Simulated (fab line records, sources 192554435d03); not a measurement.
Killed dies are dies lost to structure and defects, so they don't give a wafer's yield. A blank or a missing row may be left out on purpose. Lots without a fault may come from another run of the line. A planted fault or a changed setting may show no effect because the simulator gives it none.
Chamber matching | flow n5_finfet | N5_BEOL_M1_VIA_ETCH_34 on rie_diel-03: 4 sister chambers
The step etches the open film in C4F6/O2, target depth 67.8 nm, time 64.4 s. 20 wafers are shown with their chamber, then 10 later ones without.

WAFERS WITH THEIR CHAMBER
wafer  | chamber | drypump_motor_current_A (A) | showerhead_plenum_p_Torr (Torr) | rf_vpp_V (V)
L075.1 | 2       | 4.8                         | 2.92                            | 655
L075.2 | 3       | 5.4                         | 2.84                            | 664
L075.4 | 1       | 5.4                         | 2.88                            | 659
L079.1 | 2       | 4.8                         | 2.92                            | 655
L079.2 | 3       | 5.3                         | 2.83                            | 665
L079.3 | 0       | 5.5                         | 2.85                            | 654
L083.1 | 3       | 5.3                         | 2.83                            | 663
L083.3 | 1       | 5.4                         | 2.87                            | 660
L083.5 | 2       | 4.8                         | 2.91                            | 655
L086.2 | 1       | 5.4                         | 2.87                            | 660
L086.5 | 0       | 5.5                         | 2.85                            | 654
L086.6 | 3       | 5.3                         | 2.83                            | 664
L087.3 | 3       | 5.3                         | 2.83                            | 662
L087.5 | 3       | 5.4                         | 2.83                            | 663
L087.6 | 0       | 5.5                         | 2.85                            | 656
L089.1 | 3       | 5.3                         | 2.83                            | 663
L089.3 | 1       | 5.5                         | 2.87                            | 662
L089.6 | 1       | 5.5                         | 2.87                            | 660
L095.1 | 3       | 5.4                         | 2.82                            | 662
L095.2 | 1       | 5.4                         | 2.86                            | 660

SIGNATURES (means of the wafers above)
reading                  | chamber 0 | chamber 1 | chamber 2 | chamber 3 | scatter within a chamber
drypump_motor_current_A  | 5.500     | 5.433     | 4.800     | 5.338     | 0.0448
showerhead_plenum_p_Torr | 2.8500    | 2.8700    | 2.9167    | 2.8300    | 0.0054
rf_vpp_V                 | 654.67    | 660.17    | 655.00    | 663.25    | 0.968
Rule: a wafer's distance from a chamber is the root of the sum, over the readings, of the square of ((its reading less the chamber's mean) divided by the reading's scatter). The wafer belongs to the nearest chamber; if the next one is less than 2 further off, it can't be placed. The scatter: the root of (the sum of the squares of (reading less its chamber's mean) over the shown wafers, divided by (wafers less chambers)).

WAFERS WITHOUT THEIR CHAMBER
wafer  | drypump_motor_current_A (A) | showerhead_plenum_p_Torr (Torr) | rf_vpp_V (V)
L095.3 | 4.8                         | 2.91                            | 652
L095.4 | 5.5                         | 2.84                            | 654
L095.5 | 5.3                         | 2.82                            | 664
L095.6 | 5.6                         | 2.84                            | 654
L096.2 | 4.9                         | 2.91                            | 654
L096.4 | 5.4                         | 2.82                            | 662
L096.6 | 4.9                         | 2.91                            | 655
L097.3 | 5.3                         | 2.82                            | 663
L097.4 | 5.5                         | 2.84                            | 655
L097.5 | 4.8                         | 2.91                            | 654

WHICH CHAMBER EACH WENT THROUGH
wafer  | from the rows above | in truth
L095.3 | 2                   | 2
L095.4 | 0                   | 0
L095.5 | 3                   | 3
L095.6 | 0                   | 0
L096.2 | 2                   | 2
L096.4 | 3                   | 3
L096.6 | 2                   | 2
L097.3 | 3                   | 3
L097.4 | 0                   | 0
L097.5 | 2                   | 2
Placed correctly: 10 of 10. Can't be placed from these rows: 0. Placed wrongly: 0.
